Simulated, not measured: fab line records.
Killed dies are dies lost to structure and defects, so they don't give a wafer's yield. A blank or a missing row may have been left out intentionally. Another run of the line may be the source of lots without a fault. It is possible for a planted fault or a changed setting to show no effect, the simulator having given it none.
Problem report, 8D (eight disciplines) form, completed by code    flow n5-finfet    the parts of the form that need people (team, actions taken, sign-off) are left out

## 1. PROBLEM STATEMENT
At N5_BEOL_M6_COAT_63, spin-speed-rpm averages 1412.8 rpm over 6 wafers from 2 lots, while fault-free wafers read 1499.9 rpm, standard deviation 0.86. That is -99 or more standard deviations from the usual mean.
The step: time 60 s, resist thk 60 nm.
The first sign was on wafer L815.1 at day 12 08:59, on litho-track-01. The record has a number at this step for 12 wafers belonging to 4 lots. Rule for "out", or "out of limits": more than 4 standard deviations from the usual mean. The other wafers with a number count as sound.

## 2. WHAT THIS IS AND IS NOT
question                     is                      is not
which readings at this step  spin-speed-rpm          dispense-pressure-kPa
which lots                   L814, L815              L804, L821
which wafers of those lots   all that have a number  -
read on which tools          litho-track-01          litho-track-03
when                         from day 12 08:59       up to then (3 sound wafers); but 3 sound wafers of L821 came after

## 3. WHAT RULES OUT EACH SUSPECT
Counting: any tool at a process step up to the reading is kept as a suspect provided that every lot that is out went through it and no sound lot did after the first of them.
- litho-track-01 at N5_BEOL_M6_COAT_63 (time 60 s, resist thk 60 nm): kept. It processed each lot that is out, first L815 at day 12 08:59, and no sound lot thereafter; up to then, the last sound lot it processed was L804 at day 8 16:49. Out on those wafers are its own readings of spin-speed-rpm.
The count leaves litho-track-01 at N5_BEOL_M6_COAT_63.

## 4. THE CAUSE (what the simulator had put in)
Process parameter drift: litho-track-01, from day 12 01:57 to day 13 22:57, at N5_BEOL_M6_COAT_63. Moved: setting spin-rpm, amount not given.
The count eliminated every tool but this one.

## 5. SEQUENCE OF EFFECTS, ordered by route
Each row: a reading where the mean over the struck wafers with a number is more than 3 standard deviations away from the usual. Scope: only readings with a usual standard deviation given in the record; hours: median across lots of the time from each lot's start at the first step in this table that gives one to its start at this step; sigmas: change in usual standard deviations.
hours  step                reading         usual       on struck wafers  change  sigmas
0      N5_BEOL_M6_COAT_63  spin-speed-rpm  1499.9 rpm  1412.8            -87.1   -99 or more
It contains these process steps:
- N5_BEOL_M6_COAT_63: time 60 s, resist thk 60 nm.

## 6. WHAT WOULD HAVE CAUGHT IT SOONER
The fault began at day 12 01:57; the first out-of-limits reading in this record came at day 12 08:59, 7 hours later.
